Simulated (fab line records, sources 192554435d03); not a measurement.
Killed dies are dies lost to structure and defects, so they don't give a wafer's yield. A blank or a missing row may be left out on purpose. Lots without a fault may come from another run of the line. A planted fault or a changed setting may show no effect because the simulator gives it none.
Chamber matching | flow n5_finfet | N5_BEOL_M9_ILD_DEP_00 on pecvd-04: 3 sister chambers
The step deposits SiCOH lowk from DEMS/porogen, target thk 308.51 nm, time 58 s. 6 wafers are shown with their chamber, then 6 later ones without.

WAFERS WITH THEIR CHAMBER
wafer  | chamber | heater_power_w (W) | showerhead_plenum_p_Torr (Torr)
L254.1 | 1       | 214                | 5.735
L254.4 | 1       | 217                | 5.732
L260.4 | 0       | 402                | 5.730
L263.3 | 2       | 336                | 5.747
L263.4 | 0       | 387                | 5.717
L263.6 | 2       | 343                | 5.749

WAFERS WITHOUT THEIR CHAMBER
wafer  | heater_power_w (W) | showerhead_plenum_p_Torr (Torr)
L265.1 | 362                | 5.748
L265.3 | 390                | 5.723
L265.6 | 389                | 5.732
L267.1 | 403                | 5.729
L267.4 | 398                | 5.731
L267.5 | 204                | 5.726

WHICH CHAMBER EACH WENT THROUGH
wafer  | from the rows above | in truth
L265.1 | 2                   | 2
L265.3 | 0                   | 0
L265.6 | 0                   | 0
L267.1 | 0                   | 0
L267.4 | 0                   | 0
L267.5 | 1                   | 1
Placed correctly: 6 of 6. Can't be placed from these rows: 0. Placed wrongly: 0.
How it was worked out, from the rows above alone: a wafer's distance from a chamber is the root of the sum, over the readings, of the square of ((its reading less the chamber's mean) divided by the reading's scatter). The wafer belongs to the nearest chamber; if the next one is less than 2 further off, it can't be placed. A chamber's mean is the mean of its shown wafers. The scatter: the root of (the sum of the squares of (reading less its chamber's mean) over the shown wafers, divided by (wafers less chambers)).
